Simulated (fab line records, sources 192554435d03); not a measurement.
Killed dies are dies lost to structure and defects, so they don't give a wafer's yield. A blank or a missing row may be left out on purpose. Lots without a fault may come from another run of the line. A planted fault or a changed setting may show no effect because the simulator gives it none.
A struck lot beside a sound one | flow n5_finfet | 40 steps out of a route of 1938
Sound: wafers L403.2, L403.3, L403.6. Struck: wafer L410.3. (L410.2, L410.6 of the same lot were not struck and are left out.) The cause comes at the end.
At each step with rows: each side's tool, then ch and its chambers, then its first start. Under that, the readings that differ: sound wafers | struck wafers | difference of the means | sigmas: that difference in standard deviations of wafers without a fault.
alike: readings whose means differ by less than 2 such deviations, and words and numbers that are the same on both sides. not compared: withheld readings, readings that some wafer has no value for, bounds like >300 that may hide the same value, and numbers for which the record gives no deviation and whose values overlap.
The two part at a step that has a row with sigmas, a row that says differs or no value, or rows on one side only. Numbers that don't overlap but have no deviation are shown without sigmas and don't part them. A reading that every wafer of one side lacks parts them only if that side has two wafers or more.

first, 8 steps without rows for these wafers: N5_BEOL_M0_ETCH_109 (etches SiCN in CH3F/O2, target depth 8 nm, overetch 2.4 nm, time 27.4 s); N5_BEOL_M0_STRIP_139 (strips in post etch residue remover, time 60 s); N5_BEOL_M0_SRD_111 (time 30 s); N5_BEOL_M0_DEGAS_112 (time 60 s); N5_BEOL_M0_PRE_CLEAN_113 (time 30 s); N5_BEOL_M0_ALD_136 (deposits TaN, pulse time 2 s, purge time 3 s, co reactant purge time 2 s); N5_BEOL_M0_SURFACE_TREAT_137; N5_BEOL_M0_CVD_115 (deposits Co from CCTBA/H2, time 120 s).
N5_BEOL_M0_SPUTTER_116: material Cu, target thk 4 nm, time 7.37 s.
  sound on pvd_sputter-02, day 6 05:37; struck on pvd_sputter-02, day 8 00:15
  alike: throttle_valve_pct
then, 1 step without rows for these wafers: N5_BEOL_M0_ANNEAL_117 (time 60 s).
N5_BEOL_M0_SPUTTER_132: material Cu, target thk 4 nm, time 7.37 s.
  sound on pvd_sputter-02, day 6 05:44; struck on pvd_sputter-02, day 8 00:22
  alike: throttle_valve_pct
then, 1 step without rows for these wafers: N5_BEOL_M0_ANNEAL_133 (time 60 s).
N5_BEOL_M0_SPUTTER_134: material Cu, target thk 4 nm, time 7.37 s.
  sound on pvd_sputter-02, day 6 05:51; struck on pvd_sputter-02, day 8 00:29
  alike: throttle_valve_pct
then, 3 steps without rows for these wafers: N5_BEOL_M0_ANNEAL_135 (time 60 s); N5_BEOL_M0_SPUTTER_141 (material Cu, target thk 4 nm, time 7.37 s); N5_BEOL_M0_ECD_118 (material Cu, target thk 300 nm).
N5_BEOL_M0_ANNEAL_119: time 90 s.
  sound on rtp_anneal-02 ch 0, day 6 06:13; struck on rtp_anneal-01 ch 0, day 8 00:51
  reading          | sound             | struck | difference | sigmas
  wafer_temp_C_max | 225.7 225.3 225.7 | 226.4  | +0.8       | +2
then, 2 steps without rows for these wafers: N5_BEOL_M0_CMP_120 (polishes, stops on SiOC, t overpolish 6.9 s); N5_BEOL_M0_PRE_CLEAN_131 (time 15 s).
N5_BEOL_M0_CO_CAP_123: material Co, precursor CCTBA/H2, target thk 2 nm, time 102.1 s.
  sound on cvd_co-01 ch 1,2, day 6 06:51; struck on cvd_co-01 ch 2, day 8 01:28
  reading            | sound       | struck | difference | sigmas
  heater_power_w (W) | 241 214 213 | 252    | +29        | +2
then, 2 steps without rows for these wafers: N5_BEOL_M0_PRE_CLEAN_124 (time 15 s); N5_BEOL_M0_DEP_125 (deposits SiCN from 3MS/NH3, target thk 8 nm, time 14 s).
N5_BEOL_M0_RS_MEAS_126: measures by four-point-probe.
  sound on film_metro-01, day 6 07:02; struck on film_metro-01, day 8 01:40
  alike: M0_RS
then, 1 step without rows for these wafers: N5_BEOL_M1_ILD_DEP_00 (deposits SiOC from DEMS/O2, target thk 79 nm, time 15.3 s).
N5_BEOL_M1_THK_MEAS_01:
  sound on film_metro-01, day 6 07:10; struck on film_metro-01, day 8 01:47
  alike: M1_ILD_THK
then, 11 steps without rows for these wafers: N5_BEOL_M1_PECVD_72 (deposits SiO2 from TEOS/O2, target thk 16 nm, time 18 s); N5_BEOL_M1_HM_DEP_02 (deposits TiN, target thk 20 nm); N5_BEOL_M1_COAT_61 (time 60 s, resist thk 60 nm); N5_BEOL_M1_COAT_62 (time 60 s, resist thk 12 nm); N5_BEOL_M1_COAT_73 (time 60 s, resist thk 5 nm); N5_BEOL_M1_COAT_05 (resist thk 30 nm); N5_BEOL_M1_EBR_07; N5_BEOL_M1_SOFTBAKE_06 (time 60 s); N5_BEOL_M1_EXPOSE_08 (exposes mask M1); N5_BEOL_M1_PEB_09 (peb time 60 s); N5_BEOL_M1_DEVELOP_10 (develop time 30 s).
N5_BEOL_M1_CD_MEAS_11: target cd 17.05 nm.
  sound on cd_sem-02 ch 0, day 6 08:59; struck on cd_sem-02 ch 0, day 8 03:47
  alike: cd_nm
N5_BEOL_M1_OVL_MEAS_12:
  sound on overlay-01 ch 0, day 6 09:01; struck on overlay-02 ch 0, day 8 03:49
  alike: M1_OVL
N5_BEOL_M1_DESCUM_16: chemistry O2, time 7 s.
  sound on rie_diel-01 ch 1,2, day 6 09:06; struck on rie_diel-04 ch 2, day 8 04:04
  alike: drypump_motor_current_A, oes_product_au, rf_vpp_V, showerhead_plenum_p_Torr, throttle_valve_pct
  not compared: rf_hours_counter_h
-- the record jumps here: 7 days lie between the struck wafers' starts before and after (it left off in module BEOL_M1 and takes up again in module PASSIVATION, whose first step shown is number 1936 of the route) --
N5_PASSIVATION_PROBE_49:
  the record has rows for the struck wafers here (prober-02, day 14 17:45) and none for the sound ones

WHERE THEY PART
First at N5_BEOL_M0_ANNEAL_119; last, within this record, at N5_PASSIVATION_PROBE_49.

WHY: what the simulator had put in
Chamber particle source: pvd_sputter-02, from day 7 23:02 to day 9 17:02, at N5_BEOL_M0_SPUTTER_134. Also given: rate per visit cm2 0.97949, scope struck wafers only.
